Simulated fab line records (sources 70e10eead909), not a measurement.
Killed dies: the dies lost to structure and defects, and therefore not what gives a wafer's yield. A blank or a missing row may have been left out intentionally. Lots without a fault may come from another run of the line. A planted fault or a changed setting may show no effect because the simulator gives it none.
Matching of chambers || flow nand harc || rie diel-05 running NHARC_A_SLIT_ETCH_29: 4 sister chambers
The step etches the open film in CF4/O2, target depth 100 nm, overetch 10 nm, time 55 s. 14 wafers are shown with their chamber, then 7 later ones without.

== EACH WAFER AND ITS CHAMBER ==
{"wafer": "L076.1", "chamber": 2, "drypump motor current A (A)": 6.0, "oes product au (a.u.)": 1.010, "throttle valve pct (%)": 13.401}
{"wafer": "L076.2", "chamber": 0, "drypump motor current A (A)": 5.8, "oes product au (a.u.)": 0.993, "throttle valve pct (%)": 13.398}
{"wafer": "L076.6", "chamber": 0, "drypump motor current A (A)": 5.8, "oes product au (a.u.)": 0.987, "throttle valve pct (%)": 13.404}
{"wafer": "L075.2", "chamber": 2, "drypump motor current A (A)": 6.0, "oes product au (a.u.)": 0.998, "throttle valve pct (%)": 13.412}
{"wafer": "L075.4", "chamber": 3, "drypump motor current A (A)": 5.6, "oes product au (a.u.)": 1.012, "throttle valve pct (%)": 13.385}
{"wafer": "L075.6", "chamber": 2, "drypump motor current A (A)": 6.0, "oes product au (a.u.)": 1.007, "throttle valve pct (%)": 13.389}
{"wafer": "L081.1", "chamber": 2, "drypump motor current A (A)": 6.0, "oes product au (a.u.)": 1.003, "throttle valve pct (%)": 13.405}
{"wafer": "L081.4", "chamber": 0, "drypump motor current A (A)": 5.8, "oes product au (a.u.)": 0.992, "throttle valve pct (%)": 13.394}
{"wafer": "L081.6", "chamber": 2, "drypump motor current A (A)": 6.0, "oes product au (a.u.)": 1.008, "throttle valve pct (%)": 13.397}
{"wafer": "L084.1", "chamber": 3, "drypump motor current A (A)": 5.7, "oes product au (a.u.)": 0.999, "throttle valve pct (%)": 13.387}
{"wafer": "L084.4", "chamber": 2, "drypump motor current A (A)": 6.0, "oes product au (a.u.)": 1.006, "throttle valve pct (%)": 13.393}
{"wafer": "L084.6", "chamber": 3, "drypump motor current A (A)": 5.6, "oes product au (a.u.)": 0.999, "throttle valve pct (%)": 13.391}
{"wafer": "L087.1", "chamber": 1, "drypump motor current A (A)": 5.1, "oes product au (a.u.)": 1.023, "throttle valve pct (%)": 13.379}
{"wafer": "L087.4", "chamber": 0, "drypump motor current A (A)": 5.8, "oes product au (a.u.)": 0.991, "throttle valve pct (%)": 13.407}

SIGNATURES (averages over the wafers above)
{"reading": "drypump motor current A", "chamber 0": 5.800, "chamber 1": 5.100, "chamber 2": 6.000, "chamber 3": 5.633, "scatter within a chamber": 0.0258}
{"reading": "oes product au", "chamber 0": 0.99075, "chamber 1": 1.02300, "chamber 2": 1.00533, "chamber 3": 1.00333, "scatter within a chamber": 0.00474}
{"reading": "throttle valve pct", "chamber 0": 13.40075, "chamber 1": 13.37900, "chamber 2": 13.39950, "chamber 3": 13.38767, "scatter within a chamber": 0.00685}
Rule: for each reading, subtract the chamber's mean from the wafer's reading, divide by that reading's scatter and square the result; add these up over the readings and take the root, which gives the wafer's distance from the chamber. If the next closest chamber is less than 2 further off than the closest, the wafer can't be placed; otherwise it belongs to the closest. How the scatter is found: for the shown wafers, subtract from each reading the mean of its chamber, square and add these, divide the total by (wafers less chambers), then take the root.

== WAFERS WHOSE CHAMBER IS MISSING ==
{"wafer": "L087.5", "drypump motor current A (A)": 5.1, "oes product au (a.u.)": 1.001, "throttle valve pct (%)": 13.408}
{"wafer": "L092.2", "drypump motor current A (A)": 5.7, "oes product au (a.u.)": 0.997, "throttle valve pct (%)": 13.388}
{"wafer": "L092.3", "drypump motor current A (A)": 6.0, "oes product au (a.u.)": 1.000, "throttle valve pct (%)": 13.403}
{"wafer": "L092.6", "drypump motor current A (A)": 5.1, "oes product au (a.u.)": 0.988, "throttle valve pct (%)": 13.393}
{"wafer": "L097.3", "drypump motor current A (A)": 5.8, "oes product au (a.u.)": 1.004, "throttle valve pct (%)": 13.406}
{"wafer": "L097.4", "drypump motor current A (A)": 6.0, "oes product au (a.u.)": 1.006, "throttle valve pct (%)": 13.399}
{"wafer": "L097.6", "drypump motor current A (A)": 6.0, "oes product au (a.u.)": 1.006, "throttle valve pct (%)": 13.400}

== CHAMBER TAKEN BY EACH ==
{"wafer": "L087.5", "from the rows above": 1, "in truth": 1}
{"wafer": "L092.2", "from the rows above": "can't be placed: 3 or 0", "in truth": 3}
{"wafer": "L092.3", "from the rows above": 2, "in truth": 2}
{"wafer": "L092.6", "from the rows above": 1, "in truth": 1}
{"wafer": "L097.3", "from the rows above": 0, "in truth": 0}
{"wafer": "L097.4", "from the rows above": 2, "in truth": 2}
{"wafer": "L097.6", "from the rows above": 2, "in truth": 2}
Correctly placed: 6 of 7. Unplaceable from these rows: 1, with the true chamber sitting among the candidates in 1. Placed wrongly: 0.
